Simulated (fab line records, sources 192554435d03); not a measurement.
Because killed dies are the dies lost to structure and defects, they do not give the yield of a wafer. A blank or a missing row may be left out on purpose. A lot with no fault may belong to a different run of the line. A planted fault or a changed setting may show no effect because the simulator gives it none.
Split-lot experiment / flow n5-finfet / 39 wafers read from 7 lots, route of 1938 steps

## ON THE SPLIT
At N5_HKMG_FIN_ALD_71 (deposits TiN, target thk 1 nm, pulse time 1 s, purge time 3 s), the setting ald-cycles was moved away from the recipe's 47 on 12 of the 39 wafers read, by -48.9% to +34.0%. This setting was run at the recipe's value on the other wafers.

The split's own step is where the reading is taken.

## THE READING
TiN_of_HKMG_FIN_ALD_71.thk-nm (the simulator's own value, which no gauge read), in nm, at N5_HKMG_FIN_ALD_71 (deposits TiN, target thk 1 nm, pulse time 1 s, purge time 3 s). The file does not state a usual value for it.

wafer=L075.1; tool, chamber at the split=ald-metal-01, 3,1,2,0,1,0; ald-cycles as run=47; against the recipe=recipe; TiN_of_HKMG_FIN_ALD_71.thk-nm, nm=1; against lot-mates on the recipe=-
wafer=L075.2; tool, chamber at the split=ald-metal-01, 3,1,2,0,1,0; ald-cycles as run=47; against the recipe=recipe; TiN_of_HKMG_FIN_ALD_71.thk-nm, nm=1; against lot-mates on the recipe=-
wafer=L075.3; tool, chamber at the split=ald-metal-01, 3,1,2,0,1,0; ald-cycles as run=47; against the recipe=recipe; TiN_of_HKMG_FIN_ALD_71.thk-nm, nm=1; against lot-mates on the recipe=-
wafer=L075.4; tool, chamber at the split=ald-metal-01, 3,1,2,0,1,0; ald-cycles as run=47; against the recipe=recipe; TiN_of_HKMG_FIN_ALD_71.thk-nm, nm=1; against lot-mates on the recipe=-
wafer=L075.5; tool, chamber at the split=ald-metal-01, 3,1,2,0,1,0; ald-cycles as run=47; against the recipe=recipe; TiN_of_HKMG_FIN_ALD_71.thk-nm, nm=1; against lot-mates on the recipe=-
wafer=L075.6; tool, chamber at the split=ald-metal-01, 3,1,2,0,1,0; ald-cycles as run=47; against the recipe=recipe; TiN_of_HKMG_FIN_ALD_71.thk-nm, nm=1; against lot-mates on the recipe=-
wafer=L076.1; tool, chamber at the split=ald-metal-01, 1,2,1; ald-cycles as run=47; against the recipe=recipe; TiN_of_HKMG_FIN_ALD_71.thk-nm, nm=1; against lot-mates on the recipe=-
wafer=L076.4; tool, chamber at the split=ald-metal-01, 1,2,1; ald-cycles as run=47; against the recipe=recipe; TiN_of_HKMG_FIN_ALD_71.thk-nm, nm=1; against lot-mates on the recipe=-
wafer=L076.6; tool, chamber at the split=ald-metal-01, 1,2,1; ald-cycles as run=47; against the recipe=recipe; TiN_of_HKMG_FIN_ALD_71.thk-nm, nm=1; against lot-mates on the recipe=-
wafer=L076.2; tool, chamber at the split=ald-metal-01, 0,3,2; ald-cycles as run=29; against the recipe=-38.3%; TiN_of_HKMG_FIN_ALD_71.thk-nm, nm=0.6; against lot-mates on the recipe=-0.4
wafer=L076.3; tool, chamber at the split=ald-metal-01, 0,3,2; ald-cycles as run=29; against the recipe=-38.3%; TiN_of_HKMG_FIN_ALD_71.thk-nm, nm=0.6; against lot-mates on the recipe=-0.4
wafer=L076.5; tool, chamber at the split=ald-metal-01, 0,3,2; ald-cycles as run=29; against the recipe=-38.3%; TiN_of_HKMG_FIN_ALD_71.thk-nm, nm=0.6; against lot-mates on the recipe=-0.4
wafer=L077.1; tool, chamber at the split=ald-metal-03, 3,2,1; ald-cycles as run=47; against the recipe=recipe; TiN_of_HKMG_FIN_ALD_71.thk-nm, nm=1; against lot-mates on the recipe=-
wafer=L077.2; tool, chamber at the split=ald-metal-03, 3,2,1; ald-cycles as run=47; against the recipe=recipe; TiN_of_HKMG_FIN_ALD_71.thk-nm, nm=1; against lot-mates on the recipe=-
wafer=L077.6; tool, chamber at the split=ald-metal-03, 3,2,1; ald-cycles as run=47; against the recipe=recipe; TiN_of_HKMG_FIN_ALD_71.thk-nm, nm=1; against lot-mates on the recipe=-
wafer=L077.3; tool, chamber at the split=ald-metal-03, 0,1,2; ald-cycles as run=24; against the recipe=-48.9%; TiN_of_HKMG_FIN_ALD_71.thk-nm, nm=0.6; against lot-mates on the recipe=-0.4
wafer=L077.4; tool, chamber at the split=ald-metal-03, 0,1,2; ald-cycles as run=24; against the recipe=-48.9%; TiN_of_HKMG_FIN_ALD_71.thk-nm, nm=0.6; against lot-mates on the recipe=-0.4
wafer=L077.5; tool, chamber at the split=ald-metal-03, 0,1,2; ald-cycles as run=24; against the recipe=-48.9%; TiN_of_HKMG_FIN_ALD_71.thk-nm, nm=0.6; against lot-mates on the recipe=-0.4
wafer=L086.1; tool, chamber at the split=ald-metal-01, 3,0,1; ald-cycles as run=63; against the recipe=+34.0%; TiN_of_HKMG_FIN_ALD_71.thk-nm, nm=1.4; against lot-mates on the recipe=+0.4
wafer=L086.2; tool, chamber at the split=ald-metal-01, 3,0,1; ald-cycles as run=63; against the recipe=+34.0%; TiN_of_HKMG_FIN_ALD_71.thk-nm, nm=1.4; against lot-mates on the recipe=+0.4
wafer=L086.3; tool, chamber at the split=ald-metal-01, 3,0,1; ald-cycles as run=63; against the recipe=+34.0%; TiN_of_HKMG_FIN_ALD_71.thk-nm, nm=1.4; against lot-mates on the recipe=+0.4
wafer=L086.4; tool, chamber at the split=ald-metal-01, 2,0,1; ald-cycles as run=47; against the recipe=recipe; TiN_of_HKMG_FIN_ALD_71.thk-nm, nm=1; against lot-mates on the recipe=-
wafer=L086.5; tool, chamber at the split=ald-metal-01, 2,0,1; ald-cycles as run=47; against the recipe=recipe; TiN_of_HKMG_FIN_ALD_71.thk-nm, nm=1; against lot-mates on the recipe=-
wafer=L086.6; tool, chamber at the split=ald-metal-01, 2,0,1; ald-cycles as run=47; against the recipe=recipe; TiN_of_HKMG_FIN_ALD_71.thk-nm, nm=1; against lot-mates on the recipe=-
wafer=L089.1; tool, chamber at the split=ald-metal-04, 2,3,3; ald-cycles as run=60; against the recipe=+27.7%; TiN_of_HKMG_FIN_ALD_71.thk-nm, nm=1.2; against lot-mates on the recipe=+0.2
wafer=L089.4; tool, chamber at the split=ald-metal-04, 2,3,3; ald-cycles as run=60; against the recipe=+27.7%; TiN_of_HKMG_FIN_ALD_71.thk-nm, nm=1.2; against lot-mates on the recipe=+0.2
wafer=L089.5; tool, chamber at the split=ald-metal-04, 2,3,3; ald-cycles as run=60; against the recipe=+27.7%; TiN_of_HKMG_FIN_ALD_71.thk-nm, nm=1.2; against lot-mates on the recipe=+0.2
wafer=L089.2; tool, chamber at the split=ald-metal-04, 0,1,2; ald-cycles as run=47; against the recipe=recipe; TiN_of_HKMG_FIN_ALD_71.thk-nm, nm=1; against lot-mates on the recipe=-
wafer=L089.3; tool, chamber at the split=ald-metal-04, 0,1,2; ald-cycles as run=47; against the recipe=recipe; TiN_of_HKMG_FIN_ALD_71.thk-nm, nm=1; against lot-mates on the recipe=-
wafer=L089.6; tool, chamber at the split=ald-metal-04, 0,1,2; ald-cycles as run=47; against the recipe=recipe; TiN_of_HKMG_FIN_ALD_71.thk-nm, nm=1; against lot-mates on the recipe=-
wafer=L092.1; tool, chamber at the split=ald-metal-04, 3,0,1,2,1,0; ald-cycles as run=47; against the recipe=recipe; TiN_of_HKMG_FIN_ALD_71.thk-nm, nm=1; against lot-mates on the recipe=-
wafer=L092.2; tool, chamber at the split=ald-metal-04, 3,0,1,2,1,0; ald-cycles as run=47; against the recipe=recipe; TiN_of_HKMG_FIN_ALD_71.thk-nm, nm=1; against lot-mates on the recipe=-
wafer=L092.3; tool, chamber at the split=ald-metal-04, 3,0,1,2,1,0; ald-cycles as run=47; against the recipe=recipe; TiN_of_HKMG_FIN_ALD_71.thk-nm, nm=1; against lot-mates on the recipe=-
wafer=L092.4; tool, chamber at the split=ald-metal-04, 3,0,1,2,1,0; ald-cycles as run=47; against the recipe=recipe; TiN_of_HKMG_FIN_ALD_71.thk-nm, nm=1; against lot-mates on the recipe=-
wafer=L092.5; tool, chamber at the split=ald-metal-04, 3,0,1,2,1,0; ald-cycles as run=47; against the recipe=recipe; TiN_of_HKMG_FIN_ALD_71.thk-nm, nm=1; against lot-mates on the recipe=-
wafer=L092.6; tool, chamber at the split=ald-metal-04, 3,0,1,2,1,0; ald-cycles as run=47; against the recipe=recipe; TiN_of_HKMG_FIN_ALD_71.thk-nm, nm=1; against lot-mates on the recipe=-
wafer=L093.1; tool, chamber at the split=ald-metal-03, 3,1,1; ald-cycles as run=47; against the recipe=recipe; TiN_of_HKMG_FIN_ALD_71.thk-nm, nm=1; against lot-mates on the recipe=-
wafer=L093.4; tool, chamber at the split=ald-metal-03, 3,1,1; ald-cycles as run=47; against the recipe=recipe; TiN_of_HKMG_FIN_ALD_71.thk-nm, nm=1; against lot-mates on the recipe=-
wafer=L093.5; tool, chamber at the split=ald-metal-03, 3,1,1; ald-cycles as run=47; against the recipe=recipe; TiN_of_HKMG_FIN_ALD_71.thk-nm, nm=1; against lot-mates on the recipe=-
Where a row lists several chambers, the file gives one row for several wafers and doesn't say which wafer went through which chamber.

FIT RESULTS
A straight line over all 39 wafers: TiN_of_HKMG_FIN_ALD_71.thk-nm changes by +0.00935 nm for each +1% of ald-cycles; r = +0.99; the points scatter about the line by 0.035 nm.
The same after taking each lot's own level away (the mean of its wafers on the recipe; 39 wafers): +0.00935 nm for each +1%; r = +0.99; scatter 0.035 nm.
According to that fit, moving ald-cycles by its largest amount changes the reading by 0.46 nm.
The lots' own levels span 1.00 to 1.00 nm.
The two slopes agree, so the slope changes little with the lot-to-lot level.
Check: -0.465 nm against its lot-mates is what the line predicts for one of the wafers moved furthest among these (-48.9%) when that wafer is left out of the fit. It came out at -0.4 nm against them.

## THESE WAFERS: OTHER SPLITS
Note: prior to the reading, these wafers also went through further splits. Each is held against what the fit with the lots' levels taken away leaves over:
other split on the same wafers=N5_ZERO_LAYER_DEVELOP_10 develop-time-s; wafers away from the commonest value=12; r with TiN_of_HKMG_FIN_ALD_71.thk-nm (lot level and that fit taken away)=-0.42
other split on the same wafers=N5_FIN_SAQP_DEVELOP_15 develop-time-s; wafers away from the commonest value=15; r with TiN_of_HKMG_FIN_ALD_71.thk-nm (lot level and that fit taken away)=+0.39
other split on the same wafers=N5_SD_EPI_P_EPI_21 epi-growth-time-s; wafers away from the commonest value=15; r with TiN_of_HKMG_FIN_ALD_71.thk-nm (lot level and that fit taken away)=+0.05

## FILE'S OWN FIT
TiN_of_HKMG_FIN_ALD_71.thk-nm changes by +0.00934 nm for each +1% of ald-cycles, r = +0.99.
